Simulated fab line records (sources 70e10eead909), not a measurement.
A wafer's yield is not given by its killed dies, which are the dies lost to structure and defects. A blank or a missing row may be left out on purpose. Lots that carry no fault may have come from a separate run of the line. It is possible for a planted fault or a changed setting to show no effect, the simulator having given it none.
Which tool is to blame?	flow nand_harc	24 lots, 72 wafers sampled, at 6 steps of a route of 1159

WHAT THE GAUGES READ, wafer by wafer
The record holds no reading of a measuring or inspecting step that can be judged against a usual standard deviation.

WHAT TOOL EACH LOT RAN ON (gives the tool, then ch and the chambers of the sampled wafers, and finally the start)
lot	NHARC_A_STAIRCASE_TRIM_231	NHARC_A_STAIRCASE_ETCH_234	NHARC_A_STAIRCASE_HM_DEP_456	NHARC_A_STAIRCASE_ETCH_453	NHARC_A_STAIRCASE_ALD_420	NHARC_A_STAIRCASE_DEP_151
L075	rie_diel-08 ch 1,2,3, day 11 08:47 or earlier	rie_diel-08 ch 0,1, day 11 08:47 or earlier	acl_dep-02 ch 0, day 11 08:47	rie_diel-08 ch 0,1, day 12 01:03 or earlier	ald_hk-04 ch 1,2, day 12 01:03	pecvd-04 ch 1,2, day 12 09:19
L074	rie_diel-01 ch 1,2,3, day 11 10:00 or earlier	rie_diel-01 ch 0,2,3, day 11 10:00 or earlier	acl_dep-02 ch 0, day 11 10:00	rie_diel-08 ch 0,1,2, day 12 01:04 or earlier	ald_hk-02 ch 1,3, day 12 01:04	pecvd-03 ch 0,2, day 12 09:30
L077	rie_diel-01 ch 0,1,3, day 11 23:50 or earlier	rie_diel-01 ch 0,1,2, day 11 23:50 or earlier	acl_dep-03 ch 0, day 11 23:50	rie_diel-08 ch 0,1,3, day 12 16:22 or earlier	ald_hk-03 ch 0,2,3, day 12 16:22	pecvd-01 ch 0,1, day 13 00:34
L076	rie_diel-08 ch 1,2, day 12 01:35 or earlier	rie_diel-08 ch 0,1,3, day 12 01:35 or earlier	acl_dep-01 ch 0, day 12 01:35	rie_diel-09 ch 1,2, day 12 16:51 or earlier	ald_hk-04 ch 0,3, day 12 16:51	pecvd-03 ch 0,1,2, day 13 00:40
L078	rie_diel-09 ch 0,2,3, day 12 17:01 or earlier	rie_diel-09 ch 0,3, day 12 17:01 or earlier	acl_dep-02 ch 0, day 12 17:01	rie_diel-09 ch 1,2, day 13 10:51 or earlier	ald_hk-04 ch 2,3, day 13 10:51	pecvd-03 ch 0,1,2, day 13 19:10
L079	rie_diel-01 ch 2,3, day 12 17:52 or earlier	rie_diel-01 ch 0,1,2, day 12 17:52 or earlier	acl_dep-01 ch 0, day 12 17:52	rie_diel-08 ch 0,3, day 13 10:49 or earlier	ald_hk-03 ch 2,3, day 13 10:49	pecvd-04 ch 0,1,2, day 13 19:04
L080	rie_diel-01 ch 0,2,3, day 13 00:21 or earlier	rie_diel-01 ch 1,2,3, day 13 00:21 or earlier	acl_dep-03 ch 0, day 13 00:21	rie_diel-08 ch 0,1, day 13 21:47 or earlier	ald_hk-03 ch 0,1,2, day 13 21:47	pecvd-01 ch 0,2, day 14 07:00
L081	rie_diel-01 ch 2,3, day 13 11:11 or earlier	rie_diel-01 ch 0,3, day 13 11:11 or earlier	acl_dep-02 ch 0, day 13 11:11	rie_diel-09 ch 1,2,3, day 14 07:37 or earlier	ald_hk-03 ch 2,3, day 14 07:37	pecvd-01 ch 0,2, day 14 15:56
L082	rie_diel-01 ch 0,3, day 13 14:54 or earlier	rie_diel-01 ch 1,2,3, day 13 14:54 or earlier	acl_dep-02 ch 0, day 13 14:54	rie_diel-08 ch 0,1, day 14 08:32 or earlier	ald_hk-03 ch 0,3, day 14 08:32	pecvd-04 ch 0,1, day 14 15:56
L084	rie_diel-09 ch 0,3, day 13 20:38 or earlier	rie_diel-09 ch 1,2,3, day 13 20:38 or earlier	acl_dep-03 ch 0, day 13 20:38	rie_diel-09 ch 1,2,3, day 14 15:28 or earlier	ald_hk-02 ch 0,2,3, day 14 15:28	pecvd-04 ch 0,2, day 15 01:56
L083	rie_diel-09 ch 1,2,3, day 13 20:39 or earlier	rie_diel-09 ch 2,3, day 13 20:39 or earlier	acl_dep-02 ch 0, day 13 20:39	rie_diel-08 ch 0,1, day 14 15:29 or earlier	ald_hk-04 ch 2,3, day 14 15:29	pecvd-01 ch 0,1,2, day 15 01:51
L087	rie_diel-09 ch 0,1,2, day 14 18:44 or earlier	rie_diel-09 ch 0,2,3, day 14 18:44 or earlier	acl_dep-02 ch 0, day 14 18:44	rie_diel-08 ch 1,2,3, day 15 10:40 or earlier	ald_hk-03 ch 1,2,3, day 15 10:40	pecvd-01 ch 0,1,2, day 15 18:50
L085	rie_diel-08 ch 0,1, day 14 19:32 or earlier	rie_diel-08 ch 0,3, day 14 19:32 or earlier	acl_dep-01 ch 0, day 14 19:32	rie_diel-08 ch 0,1,3, day 15 11:28 or earlier	ald_hk-03 ch 2,3, day 15 11:28	pecvd-03 ch 0,2, day 15 19:00
L086	rie_diel-08 ch 0,3, day 14 19:48 or earlier	rie_diel-08 ch 2,3, day 14 19:48 or earlier	acl_dep-03 ch 0, day 14 19:48	rie_diel-08 ch 0,1, day 15 13:56 or earlier	ald_hk-02 ch 0,3, day 15 13:56	pecvd-04 ch 0,1,2, day 15 22:14
L089	rie_diel-08 ch 0,2,3, day 15 03:02 or earlier	rie_diel-08 ch 0,1,2, day 15 03:02 or earlier	acl_dep-03 ch 0, day 15 03:02	rie_diel-09 ch 0,2,3, day 15 19:23 or earlier	ald_hk-04 ch 0,3, day 15 19:23	pecvd-03 ch 0,1, day 16 03:46
L088	rie_diel-08 ch 0,1,3, day 15 03:28 or earlier	rie_diel-08 ch 0,1,3, day 15 03:28 or earlier	acl_dep-02 ch 0, day 15 03:28	rie_diel-08 ch 1,2,3, day 15 19:23 or earlier	ald_hk-02 ch 0,1,2, day 15 19:23	pecvd-04 ch 0,1,2, day 16 03:40
L091	rie_diel-09 ch 1,2,3, day 15 12:18 or earlier	rie_diel-09 ch 2,3, day 15 12:18 or earlier	acl_dep-01 ch 0, day 15 12:18	rie_diel-08 ch 1,2,3, day 16 04:41 or earlier	ald_hk-02 ch 0,1, day 16 04:41	pecvd-04 ch 1,2, day 16 12:56
L090	rie_diel-01 ch 0,1,2, day 15 13:32 or earlier	rie_diel-01 ch 0,2, day 15 13:32 or earlier	acl_dep-01 ch 0, day 15 13:32	rie_diel-08 ch 0,1,3, day 16 08:11 or earlier	ald_hk-03 ch 2,3, day 16 08:11	pecvd-03 ch 1,2, day 16 16:13
L092	rie_diel-09 ch 1,2,3, day 16 03:49 or earlier	rie_diel-09 ch 1,2,3, day 16 03:49 or earlier	acl_dep-03 ch 0, day 16 03:49	rie_diel-08 ch 0,1,3, day 16 21:52 or earlier	ald_hk-04 ch 0,2,3, day 16 21:52	pecvd-01 ch 1,2, day 17 06:08
L093	rie_diel-01 ch 0,1, day 16 10:17 or earlier	rie_diel-01 ch 0,2, day 16 10:17 or earlier	acl_dep-01 ch 0, day 16 10:17	rie_diel-01 ch 0,2,3, day 17 04:38 or earlier	ald_hk-02 ch 2,3, day 17 04:38	pecvd-03 ch 0,1, day 17 14:26
L096	rie_diel-01 ch 1,2,3, day 16 14:30 or earlier	rie_diel-01 ch 0,1,3, day 16 14:30 or earlier	acl_dep-02 ch 0, day 16 14:30	rie_diel-09 ch 1,2,3, day 17 09:06 or earlier	ald_hk-04 ch 0,3, day 17 09:06	pecvd-01 ch 1, day 17 17:44
L094	rie_diel-09 ch 1,2, day 16 15:34 or earlier	rie_diel-09 ch 0,1,2, day 16 15:34 or earlier	acl_dep-03 ch 0, day 16 15:34	rie_diel-09 ch 2,3, day 17 08:28 or earlier	ald_hk-03 ch 0,2, day 17 08:28	pecvd-04 ch 1,2, day 17 17:48
L095	rie_diel-08 ch 0,1,3, day 16 20:10 or earlier	rie_diel-08 ch 0,1,3, day 16 20:10 or earlier	acl_dep-02 ch 0, day 16 20:10	rie_diel-01 ch 0,1,3, day 17 12:53 or earlier	ald_hk-04 ch 0,1, day 17 12:53	pecvd-04 ch 0,1,2, day 17 21:12
L097	rie_diel-09 ch 0,1, day 17 14:54 or earlier	rie_diel-09 ch 0,1, day 17 14:54 or earlier	acl_dep-03 ch 0, day 17 14:54	rie_diel-08 ch 0,2,3, day 18 08:55 or earlier	ald_hk-04 ch 0,2,3, day 18 08:55	pecvd-03 ch 0,1, day 18 17:03
- NHARC_A_STAIRCASE_TRIM_231: chemistry O2, time 211.2 s.
- NHARC_A_STAIRCASE_ETCH_234: etches the open film in C4F8/O2, target depth 100 nm, time 40.5 s.
- NHARC_A_STAIRCASE_HM_DEP_456: deposits aC, target thk 1500 nm.
- NHARC_A_STAIRCASE_ETCH_453: etches the open film in CF4/O2, target depth 30 nm, overetch 3 nm, time 16.5 s.
- NHARC_A_STAIRCASE_ALD_420: deposits SiO2, target thk 20 nm, pulse time 6 s, ald cycles 200.
- NHARC_A_STAIRCASE_DEP_151: deposits SiO2, target thk 3800 nm.

AS READ BY THE TOOLS THEMSELVES (means over the sampled wafers that have a number; for cases with no such wafer, the mark the record gives instead)
NHARC_A_STAIRCASE_TRIM_231. Usual: drypump_motor_current_A 5.5 A, standard deviation 0.3; oes_product_au 0.996 a.u., standard deviation 0.009; rf_vpp_V 57.8 V, standard deviation 0.82; showerhead_plenum_p_Torr 3.53 Torr, standard deviation 0.13; throttle_valve_pct 17.036 %, standard deviation 0.0099.
lot	tool	drypump_motor_current_A (A)	oes_product_au (a.u.)	rf_vpp_V (V)	showerhead_plenum_p_Torr (Torr)	throttle_valve_pct (%)	flag
L075	rie_diel-08	5.6	1.000	57.2	3.49	17.037	
L074	rie_diel-01	5.4	0.992	57.9	3.69	17.039	
L077	rie_diel-01	5.4	0.992	58.5	3.66	17.030	
L076	rie_diel-08	5.5	1.002	57.7	3.54	17.039	
L078	rie_diel-09	5.5	0.989	57.5	3.49	17.037	
L079	rie_diel-01	5.2	1.004	57.4	3.64	17.042	
L080	rie_diel-01	5.4	0.996	58.5	3.60	17.031	
L081	rie_diel-01	5.2	0.994	58.3	3.64	17.039	
L082	rie_diel-01	5.2	0.997	58.1	3.60	17.042	
L084	rie_diel-09	5.3	0.992	57.7	3.51	17.041	
L083	rie_diel-09	5.8	0.996	57.9	3.51	17.032	
L087	rie_diel-09	5.4	1.005	56.7	3.45	17.040	
L085	rie_diel-08	5.7	0.996	57.0	3.39	17.037	
L086	rie_diel-08	5.8	0.999	58.4	3.32	17.045	
L089	rie_diel-08	5.7	0.994	57.9	3.43	17.034	
L088	rie_diel-08	5.7	0.991	57.4	3.38	17.035	
L091	rie_diel-09	5.7	0.993	57.6	3.50	17.039	
L090	rie_diel-01	5.6	0.997	57.6	3.63	17.036	
L092	rie_diel-09	5.7	0.994	57.7	3.50	17.028	
L093	rie_diel-01	5.6	0.999	58.2	3.68	17.042	
L096	rie_diel-01	5.5	0.993	57.8	3.66	17.038	
L094	rie_diel-09	5.6	1.002	57.8	3.46	17.034	
L095	rie_diel-08	5.7	0.986	57.6	3.37	17.033	
L097	rie_diel-09	5.4	0.999	58.1	3.48	17.052	

NHARC_A_STAIRCASE_ETCH_234. Usual: oes_product_au 0.938 a.u., standard deviation 0.012; rf_vpp_V 896 V, standard deviation 5.
lot	tool	oes_product_au (a.u.)	rf_vpp_V (V)	flag
L075	rie_diel-08	0.931	893	
L074	rie_diel-01	0.934	898	
L077	rie_diel-01	0.956	900	
L076	rie_diel-08	0.921	891	
L078	rie_diel-09	0.948	896	
L079	rie_diel-01	0.951	900	
L080	rie_diel-01	0.937	901	
L081	rie_diel-01	0.934	899	
L082	rie_diel-01	0.945	901	
L084	rie_diel-09	0.936	895	
L083	rie_diel-09	0.929	897	
L087	rie_diel-09	0.936	895	
L085	rie_diel-08	0.930	888	
L086	rie_diel-08	0.949	895	
L089	rie_diel-08	0.921	894	
L088	rie_diel-08	0.930	891	
L091	rie_diel-09	0.945	893	
L090	rie_diel-01	0.943	897	
L092	rie_diel-09	0.935	894	
L093	rie_diel-01	0.948	897	
L096	rie_diel-01	0.947	899	
L094	rie_diel-09	0.930	893	
L095	rie_diel-08	0.935	890	
L097	rie_diel-09	0.943	894	

NHARC_A_STAIRCASE_HM_DEP_456. Usual: throttle_valve_pct 35.000 %, standard deviation 0.0083.
lot	tool	throttle_valve_pct (%)	flag
L075	acl_dep-02	35.002	
L074	acl_dep-02	34.995	
L077	acl_dep-03	34.994	
L076	acl_dep-01	35.000	
L078	acl_dep-02	34.999	
L079	acl_dep-01	34.999	
L080	acl_dep-03	35.002	
L081	acl_dep-02	35.004	
L082	acl_dep-02	34.996	
L084	acl_dep-03	35.006	
L083	acl_dep-02	34.995	
L087	acl_dep-02	35.005	
L085	acl_dep-01	35.003	
L086	acl_dep-03	35.005	
L089	acl_dep-03	34.998	
L088	acl_dep-02	35.003	
L091	acl_dep-01	35.002	
L090	acl_dep-01	35.000	
L092	acl_dep-03	35.000	
L093	acl_dep-01	35.000	
L096	acl_dep-02	34.999	
L094	acl_dep-03	34.994	
L095	acl_dep-02	35.003	
L097	acl_dep-03	35.004	

NHARC_A_STAIRCASE_ETCH_453. Usual: drypump_motor_current_A 5.59 A, standard deviation 0.25; oes_product_au 0.994 a.u., standard deviation 0.009; rf_vpp_V 197.2 V, standard deviation 1.2; showerhead_plenum_p_Torr 1.31 Torr, standard deviation 0.047; throttle_valve_pct 13.397 %, standard deviation 0.0091.
lot	tool	drypump_motor_current_A (A)	oes_product_au (a.u.)	rf_vpp_V (V)	showerhead_plenum_p_Torr (Torr)	throttle_valve_pct (%)	flag
L075	rie_diel-08	5.65	0.989	197.2	1.29	13.399	
L074	rie_diel-08	5.59	1.003	197.1	1.32	13.398	
L077	rie_diel-08	5.67	0.980	196.6	1.28	13.392	
L076	rie_diel-09	5.59	1.000	196.9	1.30	13.397	
L078	rie_diel-09	5.58	1.000	197.2	1.32	13.392	
L079	rie_diel-08	5.77	0.988	196.0	1.25	13.390	
L080	rie_diel-08	5.68	0.985	197.6	1.28	13.401	
L081	rie_diel-09	5.74	0.991	197.3	1.33	13.407	
L082	rie_diel-08	5.67	0.997	197.4	1.28	13.397	
L084	rie_diel-09	5.73	0.988	198.4	1.32	13.401	
L083	rie_diel-08	5.55	0.995	197.0	1.30	13.408	
L087	rie_diel-08	5.57	1.003	197.4	1.31	13.400	
L085	rie_diel-08	5.67	0.997	197.9	1.27	13.393	
L086	rie_diel-08	5.54	0.995	197.4	1.29	13.399	
L089	rie_diel-09	5.53	1.006	198.1	1.31	13.395	
L088	rie_diel-08	5.58	1.005	196.6	1.31	13.405	
L091	rie_diel-08	5.59	0.993	197.3	1.31	13.393	
L090	rie_diel-08	5.66	0.984	196.4	1.27	13.406	
L092	rie_diel-08	5.66	0.994	196.0	1.27	13.395	
L093	rie_diel-01	5.38	0.987	197.7	1.36	13.399	
L096	rie_diel-09	5.74	0.995	198.1	1.32	13.392	
L094	rie_diel-09	5.75	0.983	196.8	1.30	13.395	
L095	rie_diel-01	5.36	0.998	197.9	1.38	13.400	
L097	rie_diel-08	5.69	0.991	197.8	1.29	13.398	

NHARC_A_STAIRCASE_ALD_420. Usual: heater_power_w 487 W, standard deviation 52; precursor_pulse_height_rel 1.003, standard deviation 0.019.
lot	tool	heater_power_w (W)	precursor_pulse_height_rel	flag
L075	ald_hk-04	533	0.987	
L074	ald_hk-02	459	0.995	
L077	ald_hk-03	494	0.986	
L076	ald_hk-04	501	0.999	
L078	ald_hk-04	517	1.010	
L079	ald_hk-03	487	1.020	
L080	ald_hk-03	491	0.998	
L081	ald_hk-03	484	0.997	
L082	ald_hk-03	462	1.005	
L084	ald_hk-02	447	1.020	
L083	ald_hk-04	515	0.992	
L087	ald_hk-03	489	0.989	
L085	ald_hk-03	489	0.990	
L086	ald_hk-02	461	1.003	
L089	ald_hk-04	507	1.003	
L088	ald_hk-02	413	0.985	
L091	ald_hk-02	410	1.011	
L090	ald_hk-03	531	1.007	
L092	ald_hk-04	504	1.021	
L093	ald_hk-02	427	1.006	
L096	ald_hk-04	490	1.012	
L094	ald_hk-03	528	1.015	
L095	ald_hk-04	498	1.012	
L097	ald_hk-04	505	0.998	

NHARC_A_STAIRCASE_DEP_151. Usual: heater_power_w 649 W, standard deviation 83.
lot	tool	heater_power_w (W)	flag
L075	pecvd-04	654	
L074	pecvd-03	584	
L077	pecvd-01	649	
L076	pecvd-03	612	
L078	pecvd-03	589	
L079	pecvd-04	692	
L080	pecvd-01	571	
L081	pecvd-01	597	
L082	pecvd-04	682	
L084	pecvd-04	638	
L083	pecvd-01	613	
L087	pecvd-01	635	
L085	pecvd-03	590	
L086	pecvd-04	663	
L089	pecvd-03	683	
L088	pecvd-04	712	
L091	pecvd-04	637	
L090	pecvd-03	642	
L092	pecvd-01	671	
L093	pecvd-03	684	
L096	pecvd-01	624	
L094	pecvd-04	696	
L095	pecvd-04	680	
L097	pecvd-03	612	

THE ANSWER, worked out from the rows above alone
Rule: a lot counts as off when the mean over its wafers that have a number is more than 3 standard deviations away from the usual mean. Also off: a lot with no number at a reading for which 4 or more lots have one. Where the step has rows for the other lots, those lots are counted as sound. After the gauges, taken in route order, come the tools' own readings; for these a lot's mean is taken, as printed above. The first step at which some lot is off is used, and at that step the reading that is off furthest; a lot without a number counts as furthest.
No lot is off at any reading shown: from this, nothing can be told.

WHAT WAS PUT IN BY THE SIMULATOR
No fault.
